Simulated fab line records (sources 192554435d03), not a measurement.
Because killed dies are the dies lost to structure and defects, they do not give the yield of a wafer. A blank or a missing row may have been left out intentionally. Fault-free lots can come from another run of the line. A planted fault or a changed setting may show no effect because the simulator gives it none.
Lot-split experiment :: flow n5 finfet :: 7 lots, 36 wafers read, on a route of 1938 steps

## ON THE SPLIT
At N5_BEOL_M9_ETCH_62 (etches SOC in N2/H2, target depth 110 nm, overetch 22 nm, time 165 s), the setting time s was moved away from the recipe's 165 s on 6 of the 36 wafers read, by -30.1% to -25.7%. All remaining wafers had this setting at the recipe value.

## FROM THE SPLIT TO THE READING: what the file shows between them, 4 steps
- N5_BEOL_M9_STRIP_68: strips in N2/H2
- N5_BEOL_M9_STRIP_67: strips in CF4
- N5_BEOL_M9_ETCH_41: etches SiCN in CH3F/O2, target depth 36.6 nm, time 70.1 s
- N5_BEOL_M9_STRIP_80: strips in N2/H2, time 10 s

## THE READING
trench depth nm, in nm, at N5_BEOL_M9_OCD_MEAS_38. A value of 151.8 nm with a standard deviation of 2.6 nm is what fault-free wafers of this fab line usually give.

wafer: L084.1
tool, chamber at the split: rie diel-03, 1
time s as run, s: 165
against the recipe: recipe
trench depth nm, nm: 147.7
against lot-mates on the recipe: -

wafer: L084.2
tool, chamber at the split: rie diel-03, 3
time s as run, s: 165
against the recipe: recipe
trench depth nm, nm: 151.2
against lot-mates on the recipe: -

wafer: L084.3
tool, chamber at the split: rie diel-03, 0
time s as run, s: 165
against the recipe: recipe
trench depth nm, nm: 150.9
against lot-mates on the recipe: -

wafer: L084.4
tool, chamber at the split: rie diel-03, 1
time s as run, s: 165
against the recipe: recipe
trench depth nm, nm: 147.3
against lot-mates on the recipe: -

wafer: L084.5
tool, chamber at the split: rie diel-03, 3
time s as run, s: 165
against the recipe: recipe
trench depth nm, nm: 147.6
against lot-mates on the recipe: -

wafer: L084.6
tool, chamber at the split: rie diel-03, 0
time s as run, s: 165
against the recipe: recipe
trench depth nm, nm: 146.7
against lot-mates on the recipe: -

wafer: L085.1
tool, chamber at the split: rie diel-01, 3
time s as run, s: 165
against the recipe: recipe
trench depth nm, nm: 153.9
against lot-mates on the recipe: -

wafer: L085.2
tool, chamber at the split: rie diel-01, 2
time s as run, s: 165
against the recipe: recipe
trench depth nm, nm: 155.6
against lot-mates on the recipe: -

wafer: L085.3
tool, chamber at the split: rie diel-01, 0
time s as run, s: 165
against the recipe: recipe
trench depth nm, nm: 157.8
against lot-mates on the recipe: -

wafer: L085.4
tool, chamber at the split: rie diel-01, 2
time s as run, s: 165
against the recipe: recipe
trench depth nm, nm: 155.3
against lot-mates on the recipe: -

wafer: L085.5
tool, chamber at the split: rie diel-01, 3
time s as run, s: 165
against the recipe: recipe
trench depth nm, nm: 157.1
against lot-mates on the recipe: -

wafer: L085.6
tool, chamber at the split: rie diel-01, 0
time s as run, s: 165
against the recipe: recipe
trench depth nm, nm: 154.6
against lot-mates on the recipe: -

wafer: L089.1
tool, chamber at the split: rie diel-03, 1
time s as run, s: 165
against the recipe: recipe
trench depth nm, nm: 154.0
against lot-mates on the recipe: -

wafer: L089.2
tool, chamber at the split: rie diel-03, 0
time s as run, s: 165
against the recipe: recipe
trench depth nm, nm: 154.8
against lot-mates on the recipe: -

wafer: L089.5
tool, chamber at the split: rie diel-03, 2
time s as run, s: 165
against the recipe: recipe
trench depth nm, nm: 150.4
against lot-mates on the recipe: -

wafer: L090.1
tool, chamber at the split: rie diel-01, 1
time s as run, s: 165
against the recipe: recipe
trench depth nm, nm: 148.2
against lot-mates on the recipe: -

wafer: L090.2
tool, chamber at the split: rie diel-01, 3
time s as run, s: 165
against the recipe: recipe
trench depth nm, nm: 151.4
against lot-mates on the recipe: -

wafer: L090.3
tool, chamber at the split: rie diel-01, 2
time s as run, s: 165
against the recipe: recipe
trench depth nm, nm: 145.8
against lot-mates on the recipe: -

wafer: L090.4
tool, chamber at the split: rie diel-01, 0
time s as run, s: 165
against the recipe: recipe
trench depth nm, nm: 151.8
against lot-mates on the recipe: -

wafer: L090.5
tool, chamber at the split: rie diel-01, 1
time s as run, s: 165
against the recipe: recipe
trench depth nm, nm: 145.8
against lot-mates on the recipe: -

wafer: L090.6
tool, chamber at the split: rie diel-01, 2
time s as run, s: 165
against the recipe: recipe
trench depth nm, nm: 149.2
against lot-mates on the recipe: -

wafer: L091.1
tool, chamber at the split: rie diel-03, 2
time s as run, s: 122.6
against the recipe: -25.7%
trench depth nm, nm: 117.7
against lot-mates on the recipe: -32.0

wafer: L091.2
tool, chamber at the split: rie diel-03, 3
time s as run, s: 165
against the recipe: recipe
trench depth nm, nm: 148.4
against lot-mates on the recipe: -

wafer: L091.3
tool, chamber at the split: rie diel-03, 1
time s as run, s: 165
against the recipe: recipe
trench depth nm, nm: 150.8
against lot-mates on the recipe: -

wafer: L091.4
tool, chamber at the split: rie diel-03, 0
time s as run, s: 122.6
against the recipe: -25.7%
trench depth nm, nm: 145.1
against lot-mates on the recipe: -4.6

wafer: L091.5
tool, chamber at the split: rie diel-03, 0
time s as run, s: 165
against the recipe: recipe
trench depth nm, nm: 149.8
against lot-mates on the recipe: -

wafer: L091.6
tool, chamber at the split: rie diel-03, 3
time s as run, s: 122.6
against the recipe: -25.7%
trench depth nm, nm: 98.2
against lot-mates on the recipe: -51.5

wafer: L093.1
tool, chamber at the split: rie diel-03, 1
time s as run, s: 115.4
against the recipe: -30.1%
trench depth nm, nm: 11.0
against lot-mates on the recipe: -143.0

wafer: L093.2
tool, chamber at the split: rie diel-03, 0
time s as run, s: 165
against the recipe: recipe
trench depth nm, nm: 155.0
against lot-mates on the recipe: -

wafer: L093.3
tool, chamber at the split: rie diel-03, 3
time s as run, s: 165
against the recipe: recipe
trench depth nm, nm: 153.7
against lot-mates on the recipe: -

wafer: L093.4
tool, chamber at the split: rie diel-03, 2
time s as run, s: 115.4
against the recipe: -30.1%
trench depth nm, nm: 17.7
against lot-mates on the recipe: -136.3

wafer: L093.5
tool, chamber at the split: rie diel-03, 3
time s as run, s: 115.4
against the recipe: -30.1%
trench depth nm, nm: 2.0
against lot-mates on the recipe: -152.0

wafer: L093.6
tool, chamber at the split: rie diel-03, 2
time s as run, s: 165
against the recipe: recipe
trench depth nm, nm: 153.3
against lot-mates on the recipe: -

wafer: L092.3
tool, chamber at the split: rie diel-02, 1
time s as run, s: 165
against the recipe: recipe
trench depth nm, nm: 148.6
against lot-mates on the recipe: -

wafer: L092.5
tool, chamber at the split: rie diel-02, 2
time s as run, s: 165
against the recipe: recipe
trench depth nm, nm: 149.2
against lot-mates on the recipe: -

wafer: L092.6
tool, chamber at the split: rie diel-02, 1
time s as run, s: 165
against the recipe: recipe
trench depth nm, nm: 152.2
against lot-mates on the recipe: -

FIT RESULTS
A straight line over all 36 wafers: trench depth nm changes by +3.25 nm for each +1% of time s; r = +0.85; the points scatter about the line by 21 nm.
The same after taking each lot's own level away (the mean of its wafers on the recipe; 36 wafers): +3.27 nm for each +1%; r = +0.85; scatter 22 nm.
The reading moves by 98 nm for the largest change in time s, on that fit.
Across the lots, their own levels run from 148.57 to 155.72 nm, a range of 2.8 times the standard deviation given above.
The two slopes agree, so the slope changes little with the lot-to-lot level.
Check: for one of the wafers moved furthest among these (-30.1%), held out of the fit, the line's prediction against its lot-mates is -86.8 nm. Against them it came out at -143 nm.

## THE WHOLE CHAIN: every reading that the file lists as answering this split, in the file's order
step: N5_BEOL_M9_ETCH_62
what it does: etches SOC in N2/H2, target depth 110 nm, overetch 22 nm, time 165 s
reading: etch.depth nm (the simulator's own value, which no gauge read)
change (the file's fit): +0.577 nm for each +1% of the setting
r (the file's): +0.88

step: N5_BEOL_M9_ETCH_62
what it does: etches SOC in N2/H2, target depth 110 nm, overetch 22 nm, time 165 s
reading: SiARC_of_BEOL_M9_COAT_60.thk nm (the simulator's own value, which no gauge read)
change (the file's fit): -0.0677 nm for each +1% of the setting
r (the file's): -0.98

step: N5_BEOL_M9_OCD_MEAS_38
what it does: 
reading: trench depth nm
change (the file's fit): +3.25 nm for each +1% of the setting
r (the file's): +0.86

## THE FILE'S OWN FIT
trench depth nm changes by +3.25 nm for each +1% of time s, r = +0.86.
